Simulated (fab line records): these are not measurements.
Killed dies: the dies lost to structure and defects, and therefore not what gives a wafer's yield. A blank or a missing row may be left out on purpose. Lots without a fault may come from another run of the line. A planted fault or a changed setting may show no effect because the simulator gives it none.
Struck lot and sound lot, side by side | flow n5Finfet | 24 steps out of a route of 1938
Sound: these wafers, L154.3, L154.5, L154.6. Struck: wafer L160.1; the same lot's L160.3 was not struck, so it is left out; see the end for the cause.
Order at every step that has rows: each side's tool, ch and its chambers, its first start. Under that, the readings that differ: sound wafers | struck wafers | difference of the means | sigmas: that difference in standard deviations of wafers without a fault.
alike: readings whose means differ by less than 2 such deviations, and words and numbers that are the same on both sides. not compared: withheld readings, readings that some wafer has no value for, bounds like >300 that may hide the same value, and numbers for which the record gives no deviation and whose values overlap.
Wherever a step has rows on one side only, a row that says differs or no value, or a row with sigmas, the two part there. When numbers do not overlap yet have no deviation, they are printed without sigmas and do not part them. Lack of a reading on every wafer of one side parts them only where that side has two or more wafers.

first, 1 step without rows for these wafers: N5_BEOL_M14_HARDBAKE_32 (time 120 s).
N5_BEOL_M14_CD_MEAS_28 targets a cd of 284.4 nm.
  sound on cdSem-01 ch 0, day 15 17:19; struck on cdSem-02 ch 0, day 17 15:32
  alike: cdNm
N5_BEOL_M14_OVL_MEAS_29:
  sound on overlay-01 ch 0, day 15 17:20; struck on overlay-02 ch 0, day 17 15:34
  alike: M14_OVL
N5_BEOL_M14_INSPECT_30: inspects for defects (macro).
  sound: defectInspect-01 at day 15 17:22; struck: defectInspect-02 at day 17 15:35
  alike: rawDefectCount
then, 1 step without rows for these wafers: N5_BEOL_M14_DESCUM_33 (chemistry O2, time 7.9 s).
N5_BEOL_M14_ETCH_67: etches SiARC in CF4, target depth 143 nm, time 238.3 s.
  sound on rieDiel-03 ch 0,1, day 15 17:26; struck on rieDiel-01 ch 2, day 17 15:55
  alike: drypumpMotorCurrentA, etchRfOnTimeS, oesProductAu, rfVppV, showerheadPlenumPTorr, throttleValvePct
  not compared: rfHoursCounterH
N5_BEOL_M14_ETCH_68: etches SOC in N2/H2, time 450 s.
  sound on rieDiel-03 ch 0,1, day 15 17:35; struck on rieDiel-01 ch 2, day 17 16:04
  alike: drypumpMotorCurrentA, oesProductAu, rfVppV, showerheadPlenumPTorr, throttleValvePct
  not compared: rfHoursCounterH
then, 3 steps without rows for these wafers: N5_BEOL_M14_STRIP_69 (strips in N2/H2); N5_BEOL_M14_TRENCH_ETCH_34 (etches SiO2 in C4F8/O2/Ar, target depth 556.65 nm, time 126.9 s); N5_BEOL_M14_STRIP_70 (strips in C4F8/O2/Ar).
N5_BEOL_M14_OCD_MEAS_35:
  sound: ocd-02 at day 15 18:01; struck: ocd-02 at day 17 16:30
  alike: trenchDepthNm
N5_BEOL_M14_STRIP_37: strips in O2.
  sound on rieDiel-03 ch 2,3, day 15 20:22; struck on rieDiel-01 ch 3, day 17 18:23
reading           | sound             | struck | difference | sigmas
o2FlowSccm (sccm) | 224.9 224.2 224.5 | 225.9  | +1.4       | +2
  alike: drypumpMotorCurrentA, oesProductAu, rfVppV, showerheadPlenumPTorr, throttleValvePct
  not compared: rfHoursCounterH
N5_BEOL_M14_ETCH_38: etches SiCN in CF4/N2, target depth 106.5 nm, time 120.6 s.
  sound on rieDiel-03 ch 2,3, day 15 20:25; struck on rieDiel-01 ch 3, day 17 18:26
reading                                      | sound             | struck | difference | sigmas
oesProductAu (a.u.)                          | 0.72 0.72 0.74    | 1.02   | +0.29      | +5
model.etch.depthNm (nm)                      | 98.71 99.15 94.97 | 138.4  | +40.8      | 
model.SiO2_of_BEOL_M14_ILD_DEP_00.thkNm (nm) | 1057 1080 1067    | 1009   | -59        | 
  alike: drypumpMotorCurrentA, rfVppV, showerheadPlenumPTorr, throttleValvePct
  not compared: rfHoursCounterH
then, 3 steps without rows for these wafers: N5_BEOL_M14_PRECLEAN_39 (cleans in residue remover, time 60 s); N5_BEOL_M14_SRD_40 (time 30 s, dry time 30 s); N5_BEOL_M14_DEGAS_41 (time 60 s).
N5_BEOL_M14_PRE_CLEAN_42: time 30 s.
  sound: pvdSputter-03 at day 15 20:58; struck: pvdSputter-03 at day 17 18:58
  alike: heaterPowerW
then, 2 steps without rows for these wafers: N5_BEOL_M14_SPUTTER_43 (material TaN, target thk 15 nm, time 24.19 s); N5_BEOL_M14_SPUTTER_44 (material Ta, target thk 15 nm, time 24.19 s).
N5_BEOL_M14_SPUTTER_45: material Cu, target thk 100 nm, time 16.67 s.
  sound: pvdSputter-03 at day 15 21:10; struck: pvdSputter-03 at day 17 19:10
  alike: biasV, throttleValvePct
then, 2 steps without rows for these wafers: N5_BEOL_M14_ECD_47 (material Cu, target thk 1248 nm); N5_BEOL_M14_ANNEAL_48 (time 90 s).
N5_BEOL_M14_CMP_49: polishes, stops on SiO2, t overpolish 5.2 s, target thk 560 nm.
  sound on cmp-01 ch 0,1,3, day 15 21:51; struck on cmp-02 ch 2, day 17 19:46
reading                                      | sound          | struck | difference | sigmas
model.SiO2_of_BEOL_M14_ILD_DEP_00.thkNm (nm) | 1042 1065 1052 | 994    | -59        | 
  alike: barrierFieldEndpointS, motorCurrentA, overpolishRunS, timeToEndpointS
N5_BEOL_M14_THK_MEAS_50: measures by xrf.
  sound: filmMetro-02 at day 15 22:04; struck: filmMetro-01 at day 17 20:04
  alike: M14_THK

## WHERE THEY PART
Earliest at N5_BEOL_M14_STRIP_37; latest, in this record, at N5_BEOL_M14_ETCH_38. Later steps at which nothing parts them and some readings are alike: N5_BEOL_M14_PRE_CLEAN_42, N5_BEOL_M14_SPUTTER_45, N5_BEOL_M14_CMP_49, N5_BEOL_M14_THK_MEAS_50.

WHY: what had been put in by the simulator
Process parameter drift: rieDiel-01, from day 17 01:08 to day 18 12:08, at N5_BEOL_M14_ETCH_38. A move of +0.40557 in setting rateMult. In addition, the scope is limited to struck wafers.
